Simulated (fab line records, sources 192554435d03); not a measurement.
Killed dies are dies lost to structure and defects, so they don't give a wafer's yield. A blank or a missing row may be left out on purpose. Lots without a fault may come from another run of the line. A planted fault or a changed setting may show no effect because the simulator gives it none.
Tool commonality check | flow n5_finfet | 8 lots, 24 wafers sampled

WHY IT WAS OPENED
At N5_BEOL_M10_OCD_MEAS_38 the reading trench_depth_nm is flagged on 2 of 8 lots. Wafers without a fault read 149.1 nm, standard deviation 1.5.
Rule: a lot is flagged when every wafer of it that has a number lies more than 4 standard deviations from that mean, or none has a number. The other lots count as sound.

lot  | measured     | on     | trench_depth_nm (nm), wafer by wafer | flag
L570 | day 10 03:14 | ocd-02 | 149.3 146.5 149.7                    |
L579 | day 12 00:05 | ocd-01 | 148.1 148.3 147.0                    |
L583 | day 13 09:16 | ocd-01 | 145.2 148.3 149.9                    |
L589 | day 14 09:32 | ocd-02 | 149.1 150.0 148.6                    |
L587 | day 14 18:52 | ocd-01 | 134.6 132.9 132.9                    | FLAGGED
L590 | day 14 23:05 | ocd-01 | 150.4 150.8 149.5                    |
L588 | day 14 23:10 | ocd-02 | 133.5 134.4 133.4                    | FLAGGED
L593 | day 16 10:32 | ocd-01 | 152.6 150.2 151.7                    |
The numbers of the flagged lots are 133.6 nm on average: -15.5 nm against the usual, or -10 standard deviations.

WHICH TOOL RAN EACH LOT
The record holds 3 process steps before the reading, out of a route of 1938 steps. In each cell: the tool, then ch and the chambers that the sampled wafers went through, then the start.
lot  | flag    | N5_BEOL_M10_DESCUM_33              | N5_BEOL_M10_ETCH_65                | N5_BEOL_M10_TRENCH_ETCH_37
L570 |         | rie_diel-01 ch 0,2, day 10 02:44   | rie_diel-01 ch 0,2, day 10 02:47   | rie_diel-01 ch 0,2, day 10 03:03
L579 |         | rie_diel-06 ch 0,1,3, day 11 23:35 | rie_diel-06 ch 0,1,3, day 11 23:38 | rie_diel-06 ch 0,1,3, day 11 23:55
L583 |         | rie_diel-06 ch 0,2,3, day 13 08:47 | rie_diel-06 ch 0,2,3, day 13 08:49 | rie_diel-06 ch 0,2,3, day 13 09:05
L589 |         | rie_diel-05 ch 0,1,3, day 14 09:02 | rie_diel-05 ch 0,1,3, day 14 09:05 | rie_diel-05 ch 0,1,3, day 14 09:22
L587 | FLAGGED | rie_diel-06 ch 0,1, day 14 18:22   | rie_diel-06 ch 0,1, day 14 18:24   | rie_diel-06 ch 0,1, day 14 18:41
L590 |         | rie_diel-05 ch 0,1, day 14 22:35   | rie_diel-05 ch 0,1, day 14 22:37   | rie_diel-05 ch 0,1, day 14 22:54
L588 | FLAGGED | rie_diel-06 ch 2,3, day 14 22:41   | rie_diel-06 ch 2,3, day 14 22:43   | rie_diel-06 ch 2,3, day 14 22:59
L593 |         | rie_diel-05 ch 1,2, day 16 10:02   | rie_diel-05 ch 1,2, day 16 10:04   | rie_diel-05 ch 1,2, day 16 10:21
What these steps do:
- N5_BEOL_M10_DESCUM_33: chemistry O2, time 7.9 s.
- N5_BEOL_M10_ETCH_65: etches SiARC in CF4, target depth 39 nm, time 65 s.
- N5_BEOL_M10_TRENCH_ETCH_37: etches SiCOH lowk in C4F6/O2, target depth 148.83 nm, time 48 s.
- N5_BEOL_M10_OCD_MEAS_38

FLAGGED OVER TOTAL, TOOL BY TOOL (the gauges that took the reading come last)
step                       | tool        | lots run | flagged | share of the flagged lots | sound lots run after its first flagged lot
N5_BEOL_M10_DESCUM_33      | rie_diel-01 | 1        | 0       | none                      | -
N5_BEOL_M10_DESCUM_33      | rie_diel-05 | 3        | 0       | none                      | -
N5_BEOL_M10_DESCUM_33      | rie_diel-06 | 4        | 2       | all                       | 0
N5_BEOL_M10_ETCH_65        | rie_diel-01 | 1        | 0       | none                      | -
N5_BEOL_M10_ETCH_65        | rie_diel-05 | 3        | 0       | none                      | -
N5_BEOL_M10_ETCH_65        | rie_diel-06 | 4        | 2       | all                       | 0
N5_BEOL_M10_TRENCH_ETCH_37 | rie_diel-01 | 1        | 0       | none                      | -
N5_BEOL_M10_TRENCH_ETCH_37 | rie_diel-05 | 3        | 0       | none                      | -
N5_BEOL_M10_TRENCH_ETCH_37 | rie_diel-06 | 4        | 2       | all                       | 0
N5_BEOL_M10_OCD_MEAS_38    | ocd-01      | 5        | 1       | some                      | 2 (L590,L593)
N5_BEOL_M10_OCD_MEAS_38    | ocd-02      | 3        | 1       | some                      | 0

WHAT THE TABLE ALLOWS
3 rows of the table ran every flagged lot: rie_diel-06 at N5_BEOL_M10_DESCUM_33, rie_diel-06 at N5_BEOL_M10_ETCH_65, rie_diel-06 at N5_BEOL_M10_TRENCH_ETCH_37.
- rie_diel-06 at N5_BEOL_M10_DESCUM_33: 2 of its 4 lots flagged. Its last sound lot is L583 (day 13 08:47), its first flagged lot L587 (day 14 18:22): a fault that began between those two fits.
- rie_diel-06 at N5_BEOL_M10_ETCH_65: 2 of its 4 lots flagged. Its last sound lot is L583 (day 13 08:49), its first flagged lot L587 (day 14 18:24): a fault that began between those two fits.
- rie_diel-06 at N5_BEOL_M10_TRENCH_ETCH_37: 2 of its 4 lots flagged. Its last sound lot is L583 (day 13 09:05), its first flagged lot L587 (day 14 18:41): a fault that began between those two fits. Its own readings lie more than 4 standard deviations out on every wafer of the flagged lots: rf_fwd_power_W, rf_vpp_V.
One tool is left: rie_diel-06 at N5_BEOL_M10_DESCUM_33 and N5_BEOL_M10_ETCH_65 and N5_BEOL_M10_TRENCH_ETCH_37.

WHAT THE SIMULATOR HAD PUT IN
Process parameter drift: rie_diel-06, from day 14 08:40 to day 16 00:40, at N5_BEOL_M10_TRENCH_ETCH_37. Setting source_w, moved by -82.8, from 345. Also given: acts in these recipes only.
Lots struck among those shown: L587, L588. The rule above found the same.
